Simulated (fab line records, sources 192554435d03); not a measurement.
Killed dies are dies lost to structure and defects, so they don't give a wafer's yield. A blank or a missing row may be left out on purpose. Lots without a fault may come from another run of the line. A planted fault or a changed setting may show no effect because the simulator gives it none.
A struck lot beside a sound one | flow n5_finfet | 21 steps out of a route of 1938
Sound: wafers L464.2, L464.3, L464.5. Struck: wafers L453.2, L453.4, L453.6. The cause comes at the end.
At each step with rows: each side's tool, then ch and its chambers, then its first start. Under that, the readings that differ: sound wafers | struck wafers | difference of the means | sigmas: that difference in standard deviations of wafers without a fault.
alike: readings whose means differ by less than 2 such deviations, and words and numbers that are the same on both sides. not compared: withheld readings, readings that some wafer has no value for, bounds like >300 that may hide the same value, and numbers for which the record gives no deviation and whose values overlap.
The two part at a step that has a row with sigmas, a row that says differs or no value, or rows on one side only. Numbers that don't overlap but have no deviation are shown without sigmas and don't part them. A reading that every wafer of one side lacks parts them only if that side has two wafers or more.

first, 9 steps without rows for these wafers: N5_BEOL_M7_DESCUM_16 (chemistry O2, time 7.9 s); N5_BEOL_M7_ETCH_61 (etches SiARC in CF4, target depth 45.5 nm, time 75.8 s); N5_BEOL_M7_ETCH_62 (etches SOC in N2/H2, target depth 110 nm, overetch 22 nm, time 165 s); N5_BEOL_M7_STRIP_68 (strips in N2/H2); N5_BEOL_M7_STRIP_67 (strips in CF4); N5_BEOL_M7_HM_OPEN_17 (chemistry Cl2/BCl3, target TiN, target depth 20 nm, overetch 6 nm); N5_BEOL_M7_STRIP_19 (strips in O2); N5_BEOL_M7_COAT_63 (time 60 s, resist thk 60 nm); N5_BEOL_M7_COAT_64 (time 60 s, resist thk 12 nm).
N5_BEOL_M7_COAT_71: time 60 s, resist thk 5 nm.
  sound on litho_track-02 ch 0, day 14 02:59; struck on litho_track-02 ch 0, day 10 22:04
  reading              | sound                | struck               | difference | sigmas
  spin_speed_rpm (rpm) | 1500.2 1496.9 1499.5 | 1331.9 1330.7 1329.8 | -168.1     | -99 or more
  alike: exhaust_pa, plate_temp_C
then, 7 steps without rows for these wafers: N5_BEOL_M7_COAT_22 (resist thk 30 nm); N5_BEOL_M7_EBR_24; N5_BEOL_M7_SOFTBAKE_23 (time 60 s); N5_BEOL_M7_EXPOSE_25 (exposes mask V6, target cd 40 nm); N5_BEOL_M7_PEB_26 (peb time 60 s); N5_BEOL_M7_DEVELOP_27 (develop time 30 s); N5_BEOL_M7_DESCUM_33 (chemistry O2, time 7 s).
N5_BEOL_M7_ETCH_72: etches underlayer in N2/H2, target depth 6.5 nm, time 5.2 s.
  sound on rie_diel-05 ch 0,1,3, day 14 03:25; struck on rie_diel-05 ch 1,2,3, day 10 22:29
  reading                                      | sound             | struck           | difference | sigmas
  etch_rf_on_time_s (s)                        | 5.20 5.15 5.16    | 5.43 5.41 5.50   | +0.28      | +4
  model.CAR-EUV_of_BEOL_M7_COAT_22.thk_nm (nm) | 20.4 20.4 20.4    | 20 20 19.8       | +0         |
  model.etch.depth_nm (nm)                     | 4.977 4.977 4.985 | 5.29 5.295 5.283 | +0.31      |
  alike: drypump_motor_current_A, h2_flow_sccm, oes_product_au, rf_vpp_V, showerhead_plenum_p_Torr, throttle_valve_pct
  not compared: rf_hours_counter_h
N5_BEOL_M7_ETCH_65: etches SiARC in CF4, target depth 15.6 nm, time 26 s.
  sound on rie_diel-05 ch 0,1,3, day 14 03:25; struck on rie_diel-05 ch 1,2,3, day 10 22:31
  reading                                      | sound          | struck         | difference | sigmas
  model.CAR-EUV_of_BEOL_M7_COAT_22.thk_nm (nm) | 11.2 11.2 11.4 | 10.8 10.6 10.6 | -0.6       |
  alike: drypump_motor_current_A, etch_rf_on_time_s, oes_product_au, rf_vpp_V, showerhead_plenum_p_Torr, throttle_valve_pct
  not compared: rf_hours_counter_h
then, 1 step without rows for these wafers: N5_BEOL_M7_ETCH_66 (etches SOC in N2/H2, target depth 80 nm, overetch 16 nm, time 120 s).
N5_PASSIVATION_PROBE_49:
  the record has rows for the sound wafers here (prober-02, day 18 04:19) and none for the struck ones

WHERE THEY PART
First at N5_BEOL_M7_COAT_71; last, within this record, at N5_PASSIVATION_PROBE_49.

WHY: what the simulator had put in
Process parameter drift: litho_track-02, from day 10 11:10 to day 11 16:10, at N5_BEOL_M7_COAT_71. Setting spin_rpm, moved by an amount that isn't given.
